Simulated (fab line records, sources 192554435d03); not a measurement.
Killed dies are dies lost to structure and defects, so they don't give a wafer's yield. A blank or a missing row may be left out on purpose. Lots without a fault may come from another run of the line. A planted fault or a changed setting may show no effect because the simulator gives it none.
Split-lot experiment | flow n5_finfet | 7 lots, 39 wafers read, on a route of 1938 steps

THE SPLIT
At N5_DUMMY_GATE_ETCH_32 (etches SiO2 in CF4, target depth 3.5 nm, time 3.9 s), the setting time_s was moved away from the recipe's 3.9 s on 15 of the 39 wafers read, by -19.9% to +13.7%. The other wafers ran this setting at the recipe's value.

The reading is taken at the split's own step.

THE READING
etch.depth_nm (the simulator's own value, which no gauge read), in nm, at N5_DUMMY_GATE_ETCH_32 (etches SiO2 in CF4, target depth 3.5 nm, time 3.9 s). The file gives no usual value for it. The 24 wafers here that ran the recipe average 3.550 nm, standard deviation 0.074 nm.

wafer  | tool, chamber at the split | time_s as run, s | against the recipe | etch.depth_nm, nm | against lot-mates on the recipe
L079.1 | rie_si-02, 1               | 3.9              | recipe             | 3.52              | -
L079.2 | rie_si-02, 0               | 3.286            | -15.7%             | 2.897             | -0.628
L079.3 | rie_si-02, 2,1             | 3.9              | recipe             | 3.528             | -
L079.5 | rie_si-02, 2,1             | 3.9              | recipe             | 3.528             | -
L079.4 | rie_si-02, 3               | 3.286            | -15.7%             | 3.024             | -0.501
L079.6 | rie_si-02, 2               | 3.286            | -15.7%             | 2.969             | -0.556
L082.1 | rie_si-02, 3               | 3.9              | recipe             | 3.652             | -
L082.2 | rie_si-02, 0               | 3.9              | recipe             | 3.492             | -
L082.3 | rie_si-02, 2               | 3.9              | recipe             | 3.546             | -
L082.4 | rie_si-02, 1               | 3.9              | recipe             | 3.558             | -
L082.5 | rie_si-02, 3               | 3.9              | recipe             | 3.642             | -
L082.6 | rie_si-02, 2               | 3.9              | recipe             | 3.559             | -
L087.1 | rie_si-02, 2               | 3.9              | recipe             | 3.472             | -
L087.2 | rie_si-02, 3               | 4.436            | +13.7%             | 4.126             | +0.621
L087.3 | rie_si-02, 1               | 3.9              | recipe             | 3.54              | -
L087.4 | rie_si-02, 0               | 4.436            | +13.7%             | 3.945             | +0.440
L087.5 | rie_si-02, 3               | 4.436            | +13.7%             | 4.138             | +0.633
L087.6 | rie_si-02, 2               | 3.9              | recipe             | 3.504             | -
L088.1 | rie_si-02, 0               | 3.9              | recipe             | 3.518             | -
L088.2 | rie_si-02, 3               | 4.305            | +10.4%             | 4.009             | +0.465
L088.3 | rie_si-02, 2               | 3.9              | recipe             | 3.493             | -
L088.4 | rie_si-02, 1               | 4.305            | +10.4%             | 3.892             | +0.348
L088.5 | rie_si-02, 0               | 4.305            | +10.4%             | 3.863             | +0.319
L088.6 | rie_si-02, 3               | 3.9              | recipe             | 3.62              | -
L091.3 | rie_si-06, 1               | 3.9              | recipe             | 3.645             | -
L091.4 | rie_si-06, 2               | 3.9              | recipe             | 3.338             | -
L091.6 | rie_si-06, 1               | 3.9              | recipe             | 3.635             | -
L095.1 | rie_si-03, 1               | 3.9              | recipe             | 3.571             | -
L095.2 | rie_si-03, 3               | 3.574            | -8.4%              | 3.076             | -0.492
L095.3 | rie_si-03, 2               | 3.9              | recipe             | 3.574             | -
L095.4 | rie_si-03, 0               | 3.574            | -8.4%              | 3.278             | -0.290
L095.5 | rie_si-03, 0               | 3.574            | -8.4%              | 3.344             | -0.224
L095.6 | rie_si-03, 1               | 3.9              | recipe             | 3.56              | -
L096.1 | rie_si-03, 0               | 3.122            | -19.9%             | 2.93              | -0.641
L096.2 | rie_si-03, 3               | 3.122            | -19.9%             | 2.735             | -0.836
L096.3 | rie_si-03, 1               | 3.9              | recipe             | 3.608             | -
L096.4 | rie_si-03, 2               | 3.122            | -19.9%             | 2.907             | -0.664
L096.5 | rie_si-03, 3               | 3.9              | recipe             | 3.446             | -
L096.6 | rie_si-03, 0               | 3.9              | recipe             | 3.659             | -
Where a row lists several chambers, the file gives one row for several wafers and doesn't say which wafer went through which chamber.

THE FIT
A straight line over all 39 wafers: etch.depth_nm changes by +0.0363 nm for each +1% of time_s; r = +0.97; the points scatter about the line by 0.081 nm.
The same after taking each lot's own level away (the mean of its wafers on the recipe; 39 wafers): +0.0372 nm for each +1%; r = +0.97; scatter 0.08 nm.
On that fit, the largest move of time_s shifts the reading by 0.74 nm.
The lots' own levels span 3.5053 to 3.5748 nm, that is 0.9 times the standard deviation above.
So the lot-to-lot level changes the slope little: the two slopes agree.
Check: with one of the wafers moved furthest among these (-19.9%) left out of the fit, the line predicts -0.753 nm for it against its lot-mates. It came out at -0.641 nm against them.

OTHER SPLITS ON THESE WAFERS
These wafers also went through other splits before the reading. Each is held against what the fit with the lots' levels taken away leaves over:
other split on the same wafers        | wafers away from the commonest value | r with etch.depth_nm (lot level and that fit taken away)
N5_PMOS_HMC_CHANNEL_EPI_EPI_20 temp_c | 15                                   | +0.23
N5_DUMMY_GATE_CVD_03 target_thk_a     | 18                                   | +0.06

THE FILE'S OWN FIT
etch.depth_nm changes by +0.0371 nm for each +1% of time_s, r = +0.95.
